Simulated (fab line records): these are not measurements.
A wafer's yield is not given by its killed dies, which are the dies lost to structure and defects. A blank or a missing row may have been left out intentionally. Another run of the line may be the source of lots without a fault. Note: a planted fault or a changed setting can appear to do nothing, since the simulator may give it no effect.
Which tool did it? | flow n5-finfet | 30 wafers from 10 lots sampled at 5 of the route's 1938 steps

## WHAT EACH GAUGE READ, for each wafer
N5_SD_EPI_P_EPI_MEAS_23.
lot  | measured    | on            | thk-nm (nm)
L364 | day 3 22:27 | film-metro-01 | 62.4 62.8 62.7
L365 | day 4 05:05 | film-metro-02 | 62.7 61.4 60.9
L366 | day 4 11:04 | film-metro-01 | 59.5 59.9 60.6
L369 | day 5 06:55 | film-metro-02 | 61.3 62.2 61.5
L370 | day 5 10:42 | film-metro-02 | 60.8 61.0 61.2
L373 | day 6 02:41 | film-metro-01 | 61.7 62.0 58.8
L374 | day 6 12:06 | film-metro-01 | 61.6 60.6 61.6
L380 | day 7 21:32 | film-metro-01 | 50.0 51.5 49.1
L381 | day 8 05:02 | film-metro-02 | 50.9 51.6 52.8
L385 | day 9 05:50 | film-metro-02 | 61.4 59.9 59.4

## WHICH TOOL RAN EACH LOT (tool, then ch and the chambers of the sampled wafers, then the start)
lot  | N5_SD_EPI_P_DESCUM_14             | N5_SD_EPI_P_ETCH_36               | N5_SD_EPI_P_ETCHBACK_46           | N5_SD_EPI_P_EPI_21
L364 | rie-diel-04 ch 1,2,3, day 3 18:54 | rie-diel-04 ch 1,2,3, day 3 18:56 | rie-diel-04 ch 1,2,3, day 3 19:19 | epi-rpcvd-03 ch 0, day 3 20:37
L365 | rie-diel-01 ch 0,2,3, day 4 01:15 | rie-diel-01 ch 0,2,3, day 4 01:17 | rie-diel-01 ch 0,2,3, day 4 01:40 | epi-rpcvd-03 ch 0, day 4 03:57
L366 | rie-diel-02 ch 2,3, day 4 06:40   | rie-diel-02 ch 2,3, day 4 06:43   | rie-diel-02 ch 2,3, day 4 07:05   | epi-rpcvd-04 ch 0, day 4 08:08
L369 | rie-diel-02 ch 1,2,3, day 5 03:22 | rie-diel-02 ch 1,2,3, day 5 03:24 | rie-diel-02 ch 1,2,3, day 5 03:47 | epi-rpcvd-02 ch 0, day 5 05:04
L370 | rie-diel-01 ch 0,1,2, day 5 07:09 | rie-diel-01 ch 0,1,2, day 5 07:11 | rie-diel-01 ch 0,1,2, day 5 07:34 | epi-rpcvd-03 ch 0, day 5 08:52
L373 | rie-diel-04 ch 1,3, day 5 23:08   | rie-diel-04 ch 1,3, day 5 23:10   | rie-diel-04 ch 1,3, day 5 23:33   | epi-rpcvd-02 ch 0, day 6 00:29
L374 | rie-diel-02 ch 0,2, day 6 07:43   | rie-diel-02 ch 0,2, day 6 07:45   | rie-diel-02 ch 0,2, day 6 08:08   | epi-rpcvd-03 ch 0, day 6 09:40
L380 | rie-diel-04 ch 0,2,3, day 7 17:58 | rie-diel-04 ch 0,2,3, day 7 18:00 | rie-diel-04 ch 0,2,3, day 7 18:23 | epi-rpcvd-03 ch 0, day 7 20:03
L381 | rie-diel-01 ch 1,2, day 8 01:29   | rie-diel-01 ch 1,2, day 8 01:31   | rie-diel-01 ch 1,2, day 8 01:54   | epi-rpcvd-03 ch 0, day 8 02:50
L385 | rie-diel-04 ch 1,2,3, day 9 01:26 | rie-diel-04 ch 1,2,3, day 9 01:28 | rie-diel-04 ch 1,2,3, day 9 01:51 | epi-rpcvd-04 ch 0, day 9 02:54
- N5_SD_EPI_P_DESCUM_14: chemistry O2, time 7.9 s.
- N5_SD_EPI_P_ETCH_36: etches SiARC in CF4, target depth 45.5 nm, time 75.8 s.
- N5_SD_EPI_P_ETCHBACK_46: etches SiNx in CH3F/O2, stops on SiO2, target depth 17.5 nm.
- N5_SD_EPI_P_EPI_21: deposits SiGe:B, time 355 s.

## THE ANSWER, worked out from the rows above alone
Rule: the lots themselves supply what counts as usual. Put in order of their means at a reading, lots are off if they are a third of the lots or fewer, leave a main group of 4 or more, and stand apart from it by a gap of 3 or more times the standard deviation of the main group's means; of several such gaps the widest counts. A main group is skipped when, at the precision printed for the reading in the tables above, its means are all equal. Also off: a lot with no number at a reading for which 4 or more lots have one. Where the step has rows for the other lots, those lots are counted as sound.
Off, at N5_SD_EPI_P_EPI_MEAS_23 on thk-nm: L380, L381. The main group has a mean of 61.2 nm with a standard deviation of 0.79.
If a tool, at a process step before that reading, ran all the lots that are off and no sound lot after the first of them, it fits. Those tools and the gauges at N5_SD_EPI_P_EPI_MEAS_23 are tried in the same way. One fits: epi-rpcvd-03 at N5_SD_EPI_P_EPI_21. A fault onset in the window from L374 (day 6 09:40, its last sound lot) to L380 (day 7 20:03, its first lot off) fits.

## WHAT WAS PUT IN BY THE SIMULATOR
Site profile drift: epi-rpcvd-03, from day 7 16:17 on, at N5_SD_EPI_P_EPI_21. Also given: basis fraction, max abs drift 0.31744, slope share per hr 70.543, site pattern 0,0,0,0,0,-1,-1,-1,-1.
Struck lots among those shown: L380, L381. This agrees with what the rule above found.
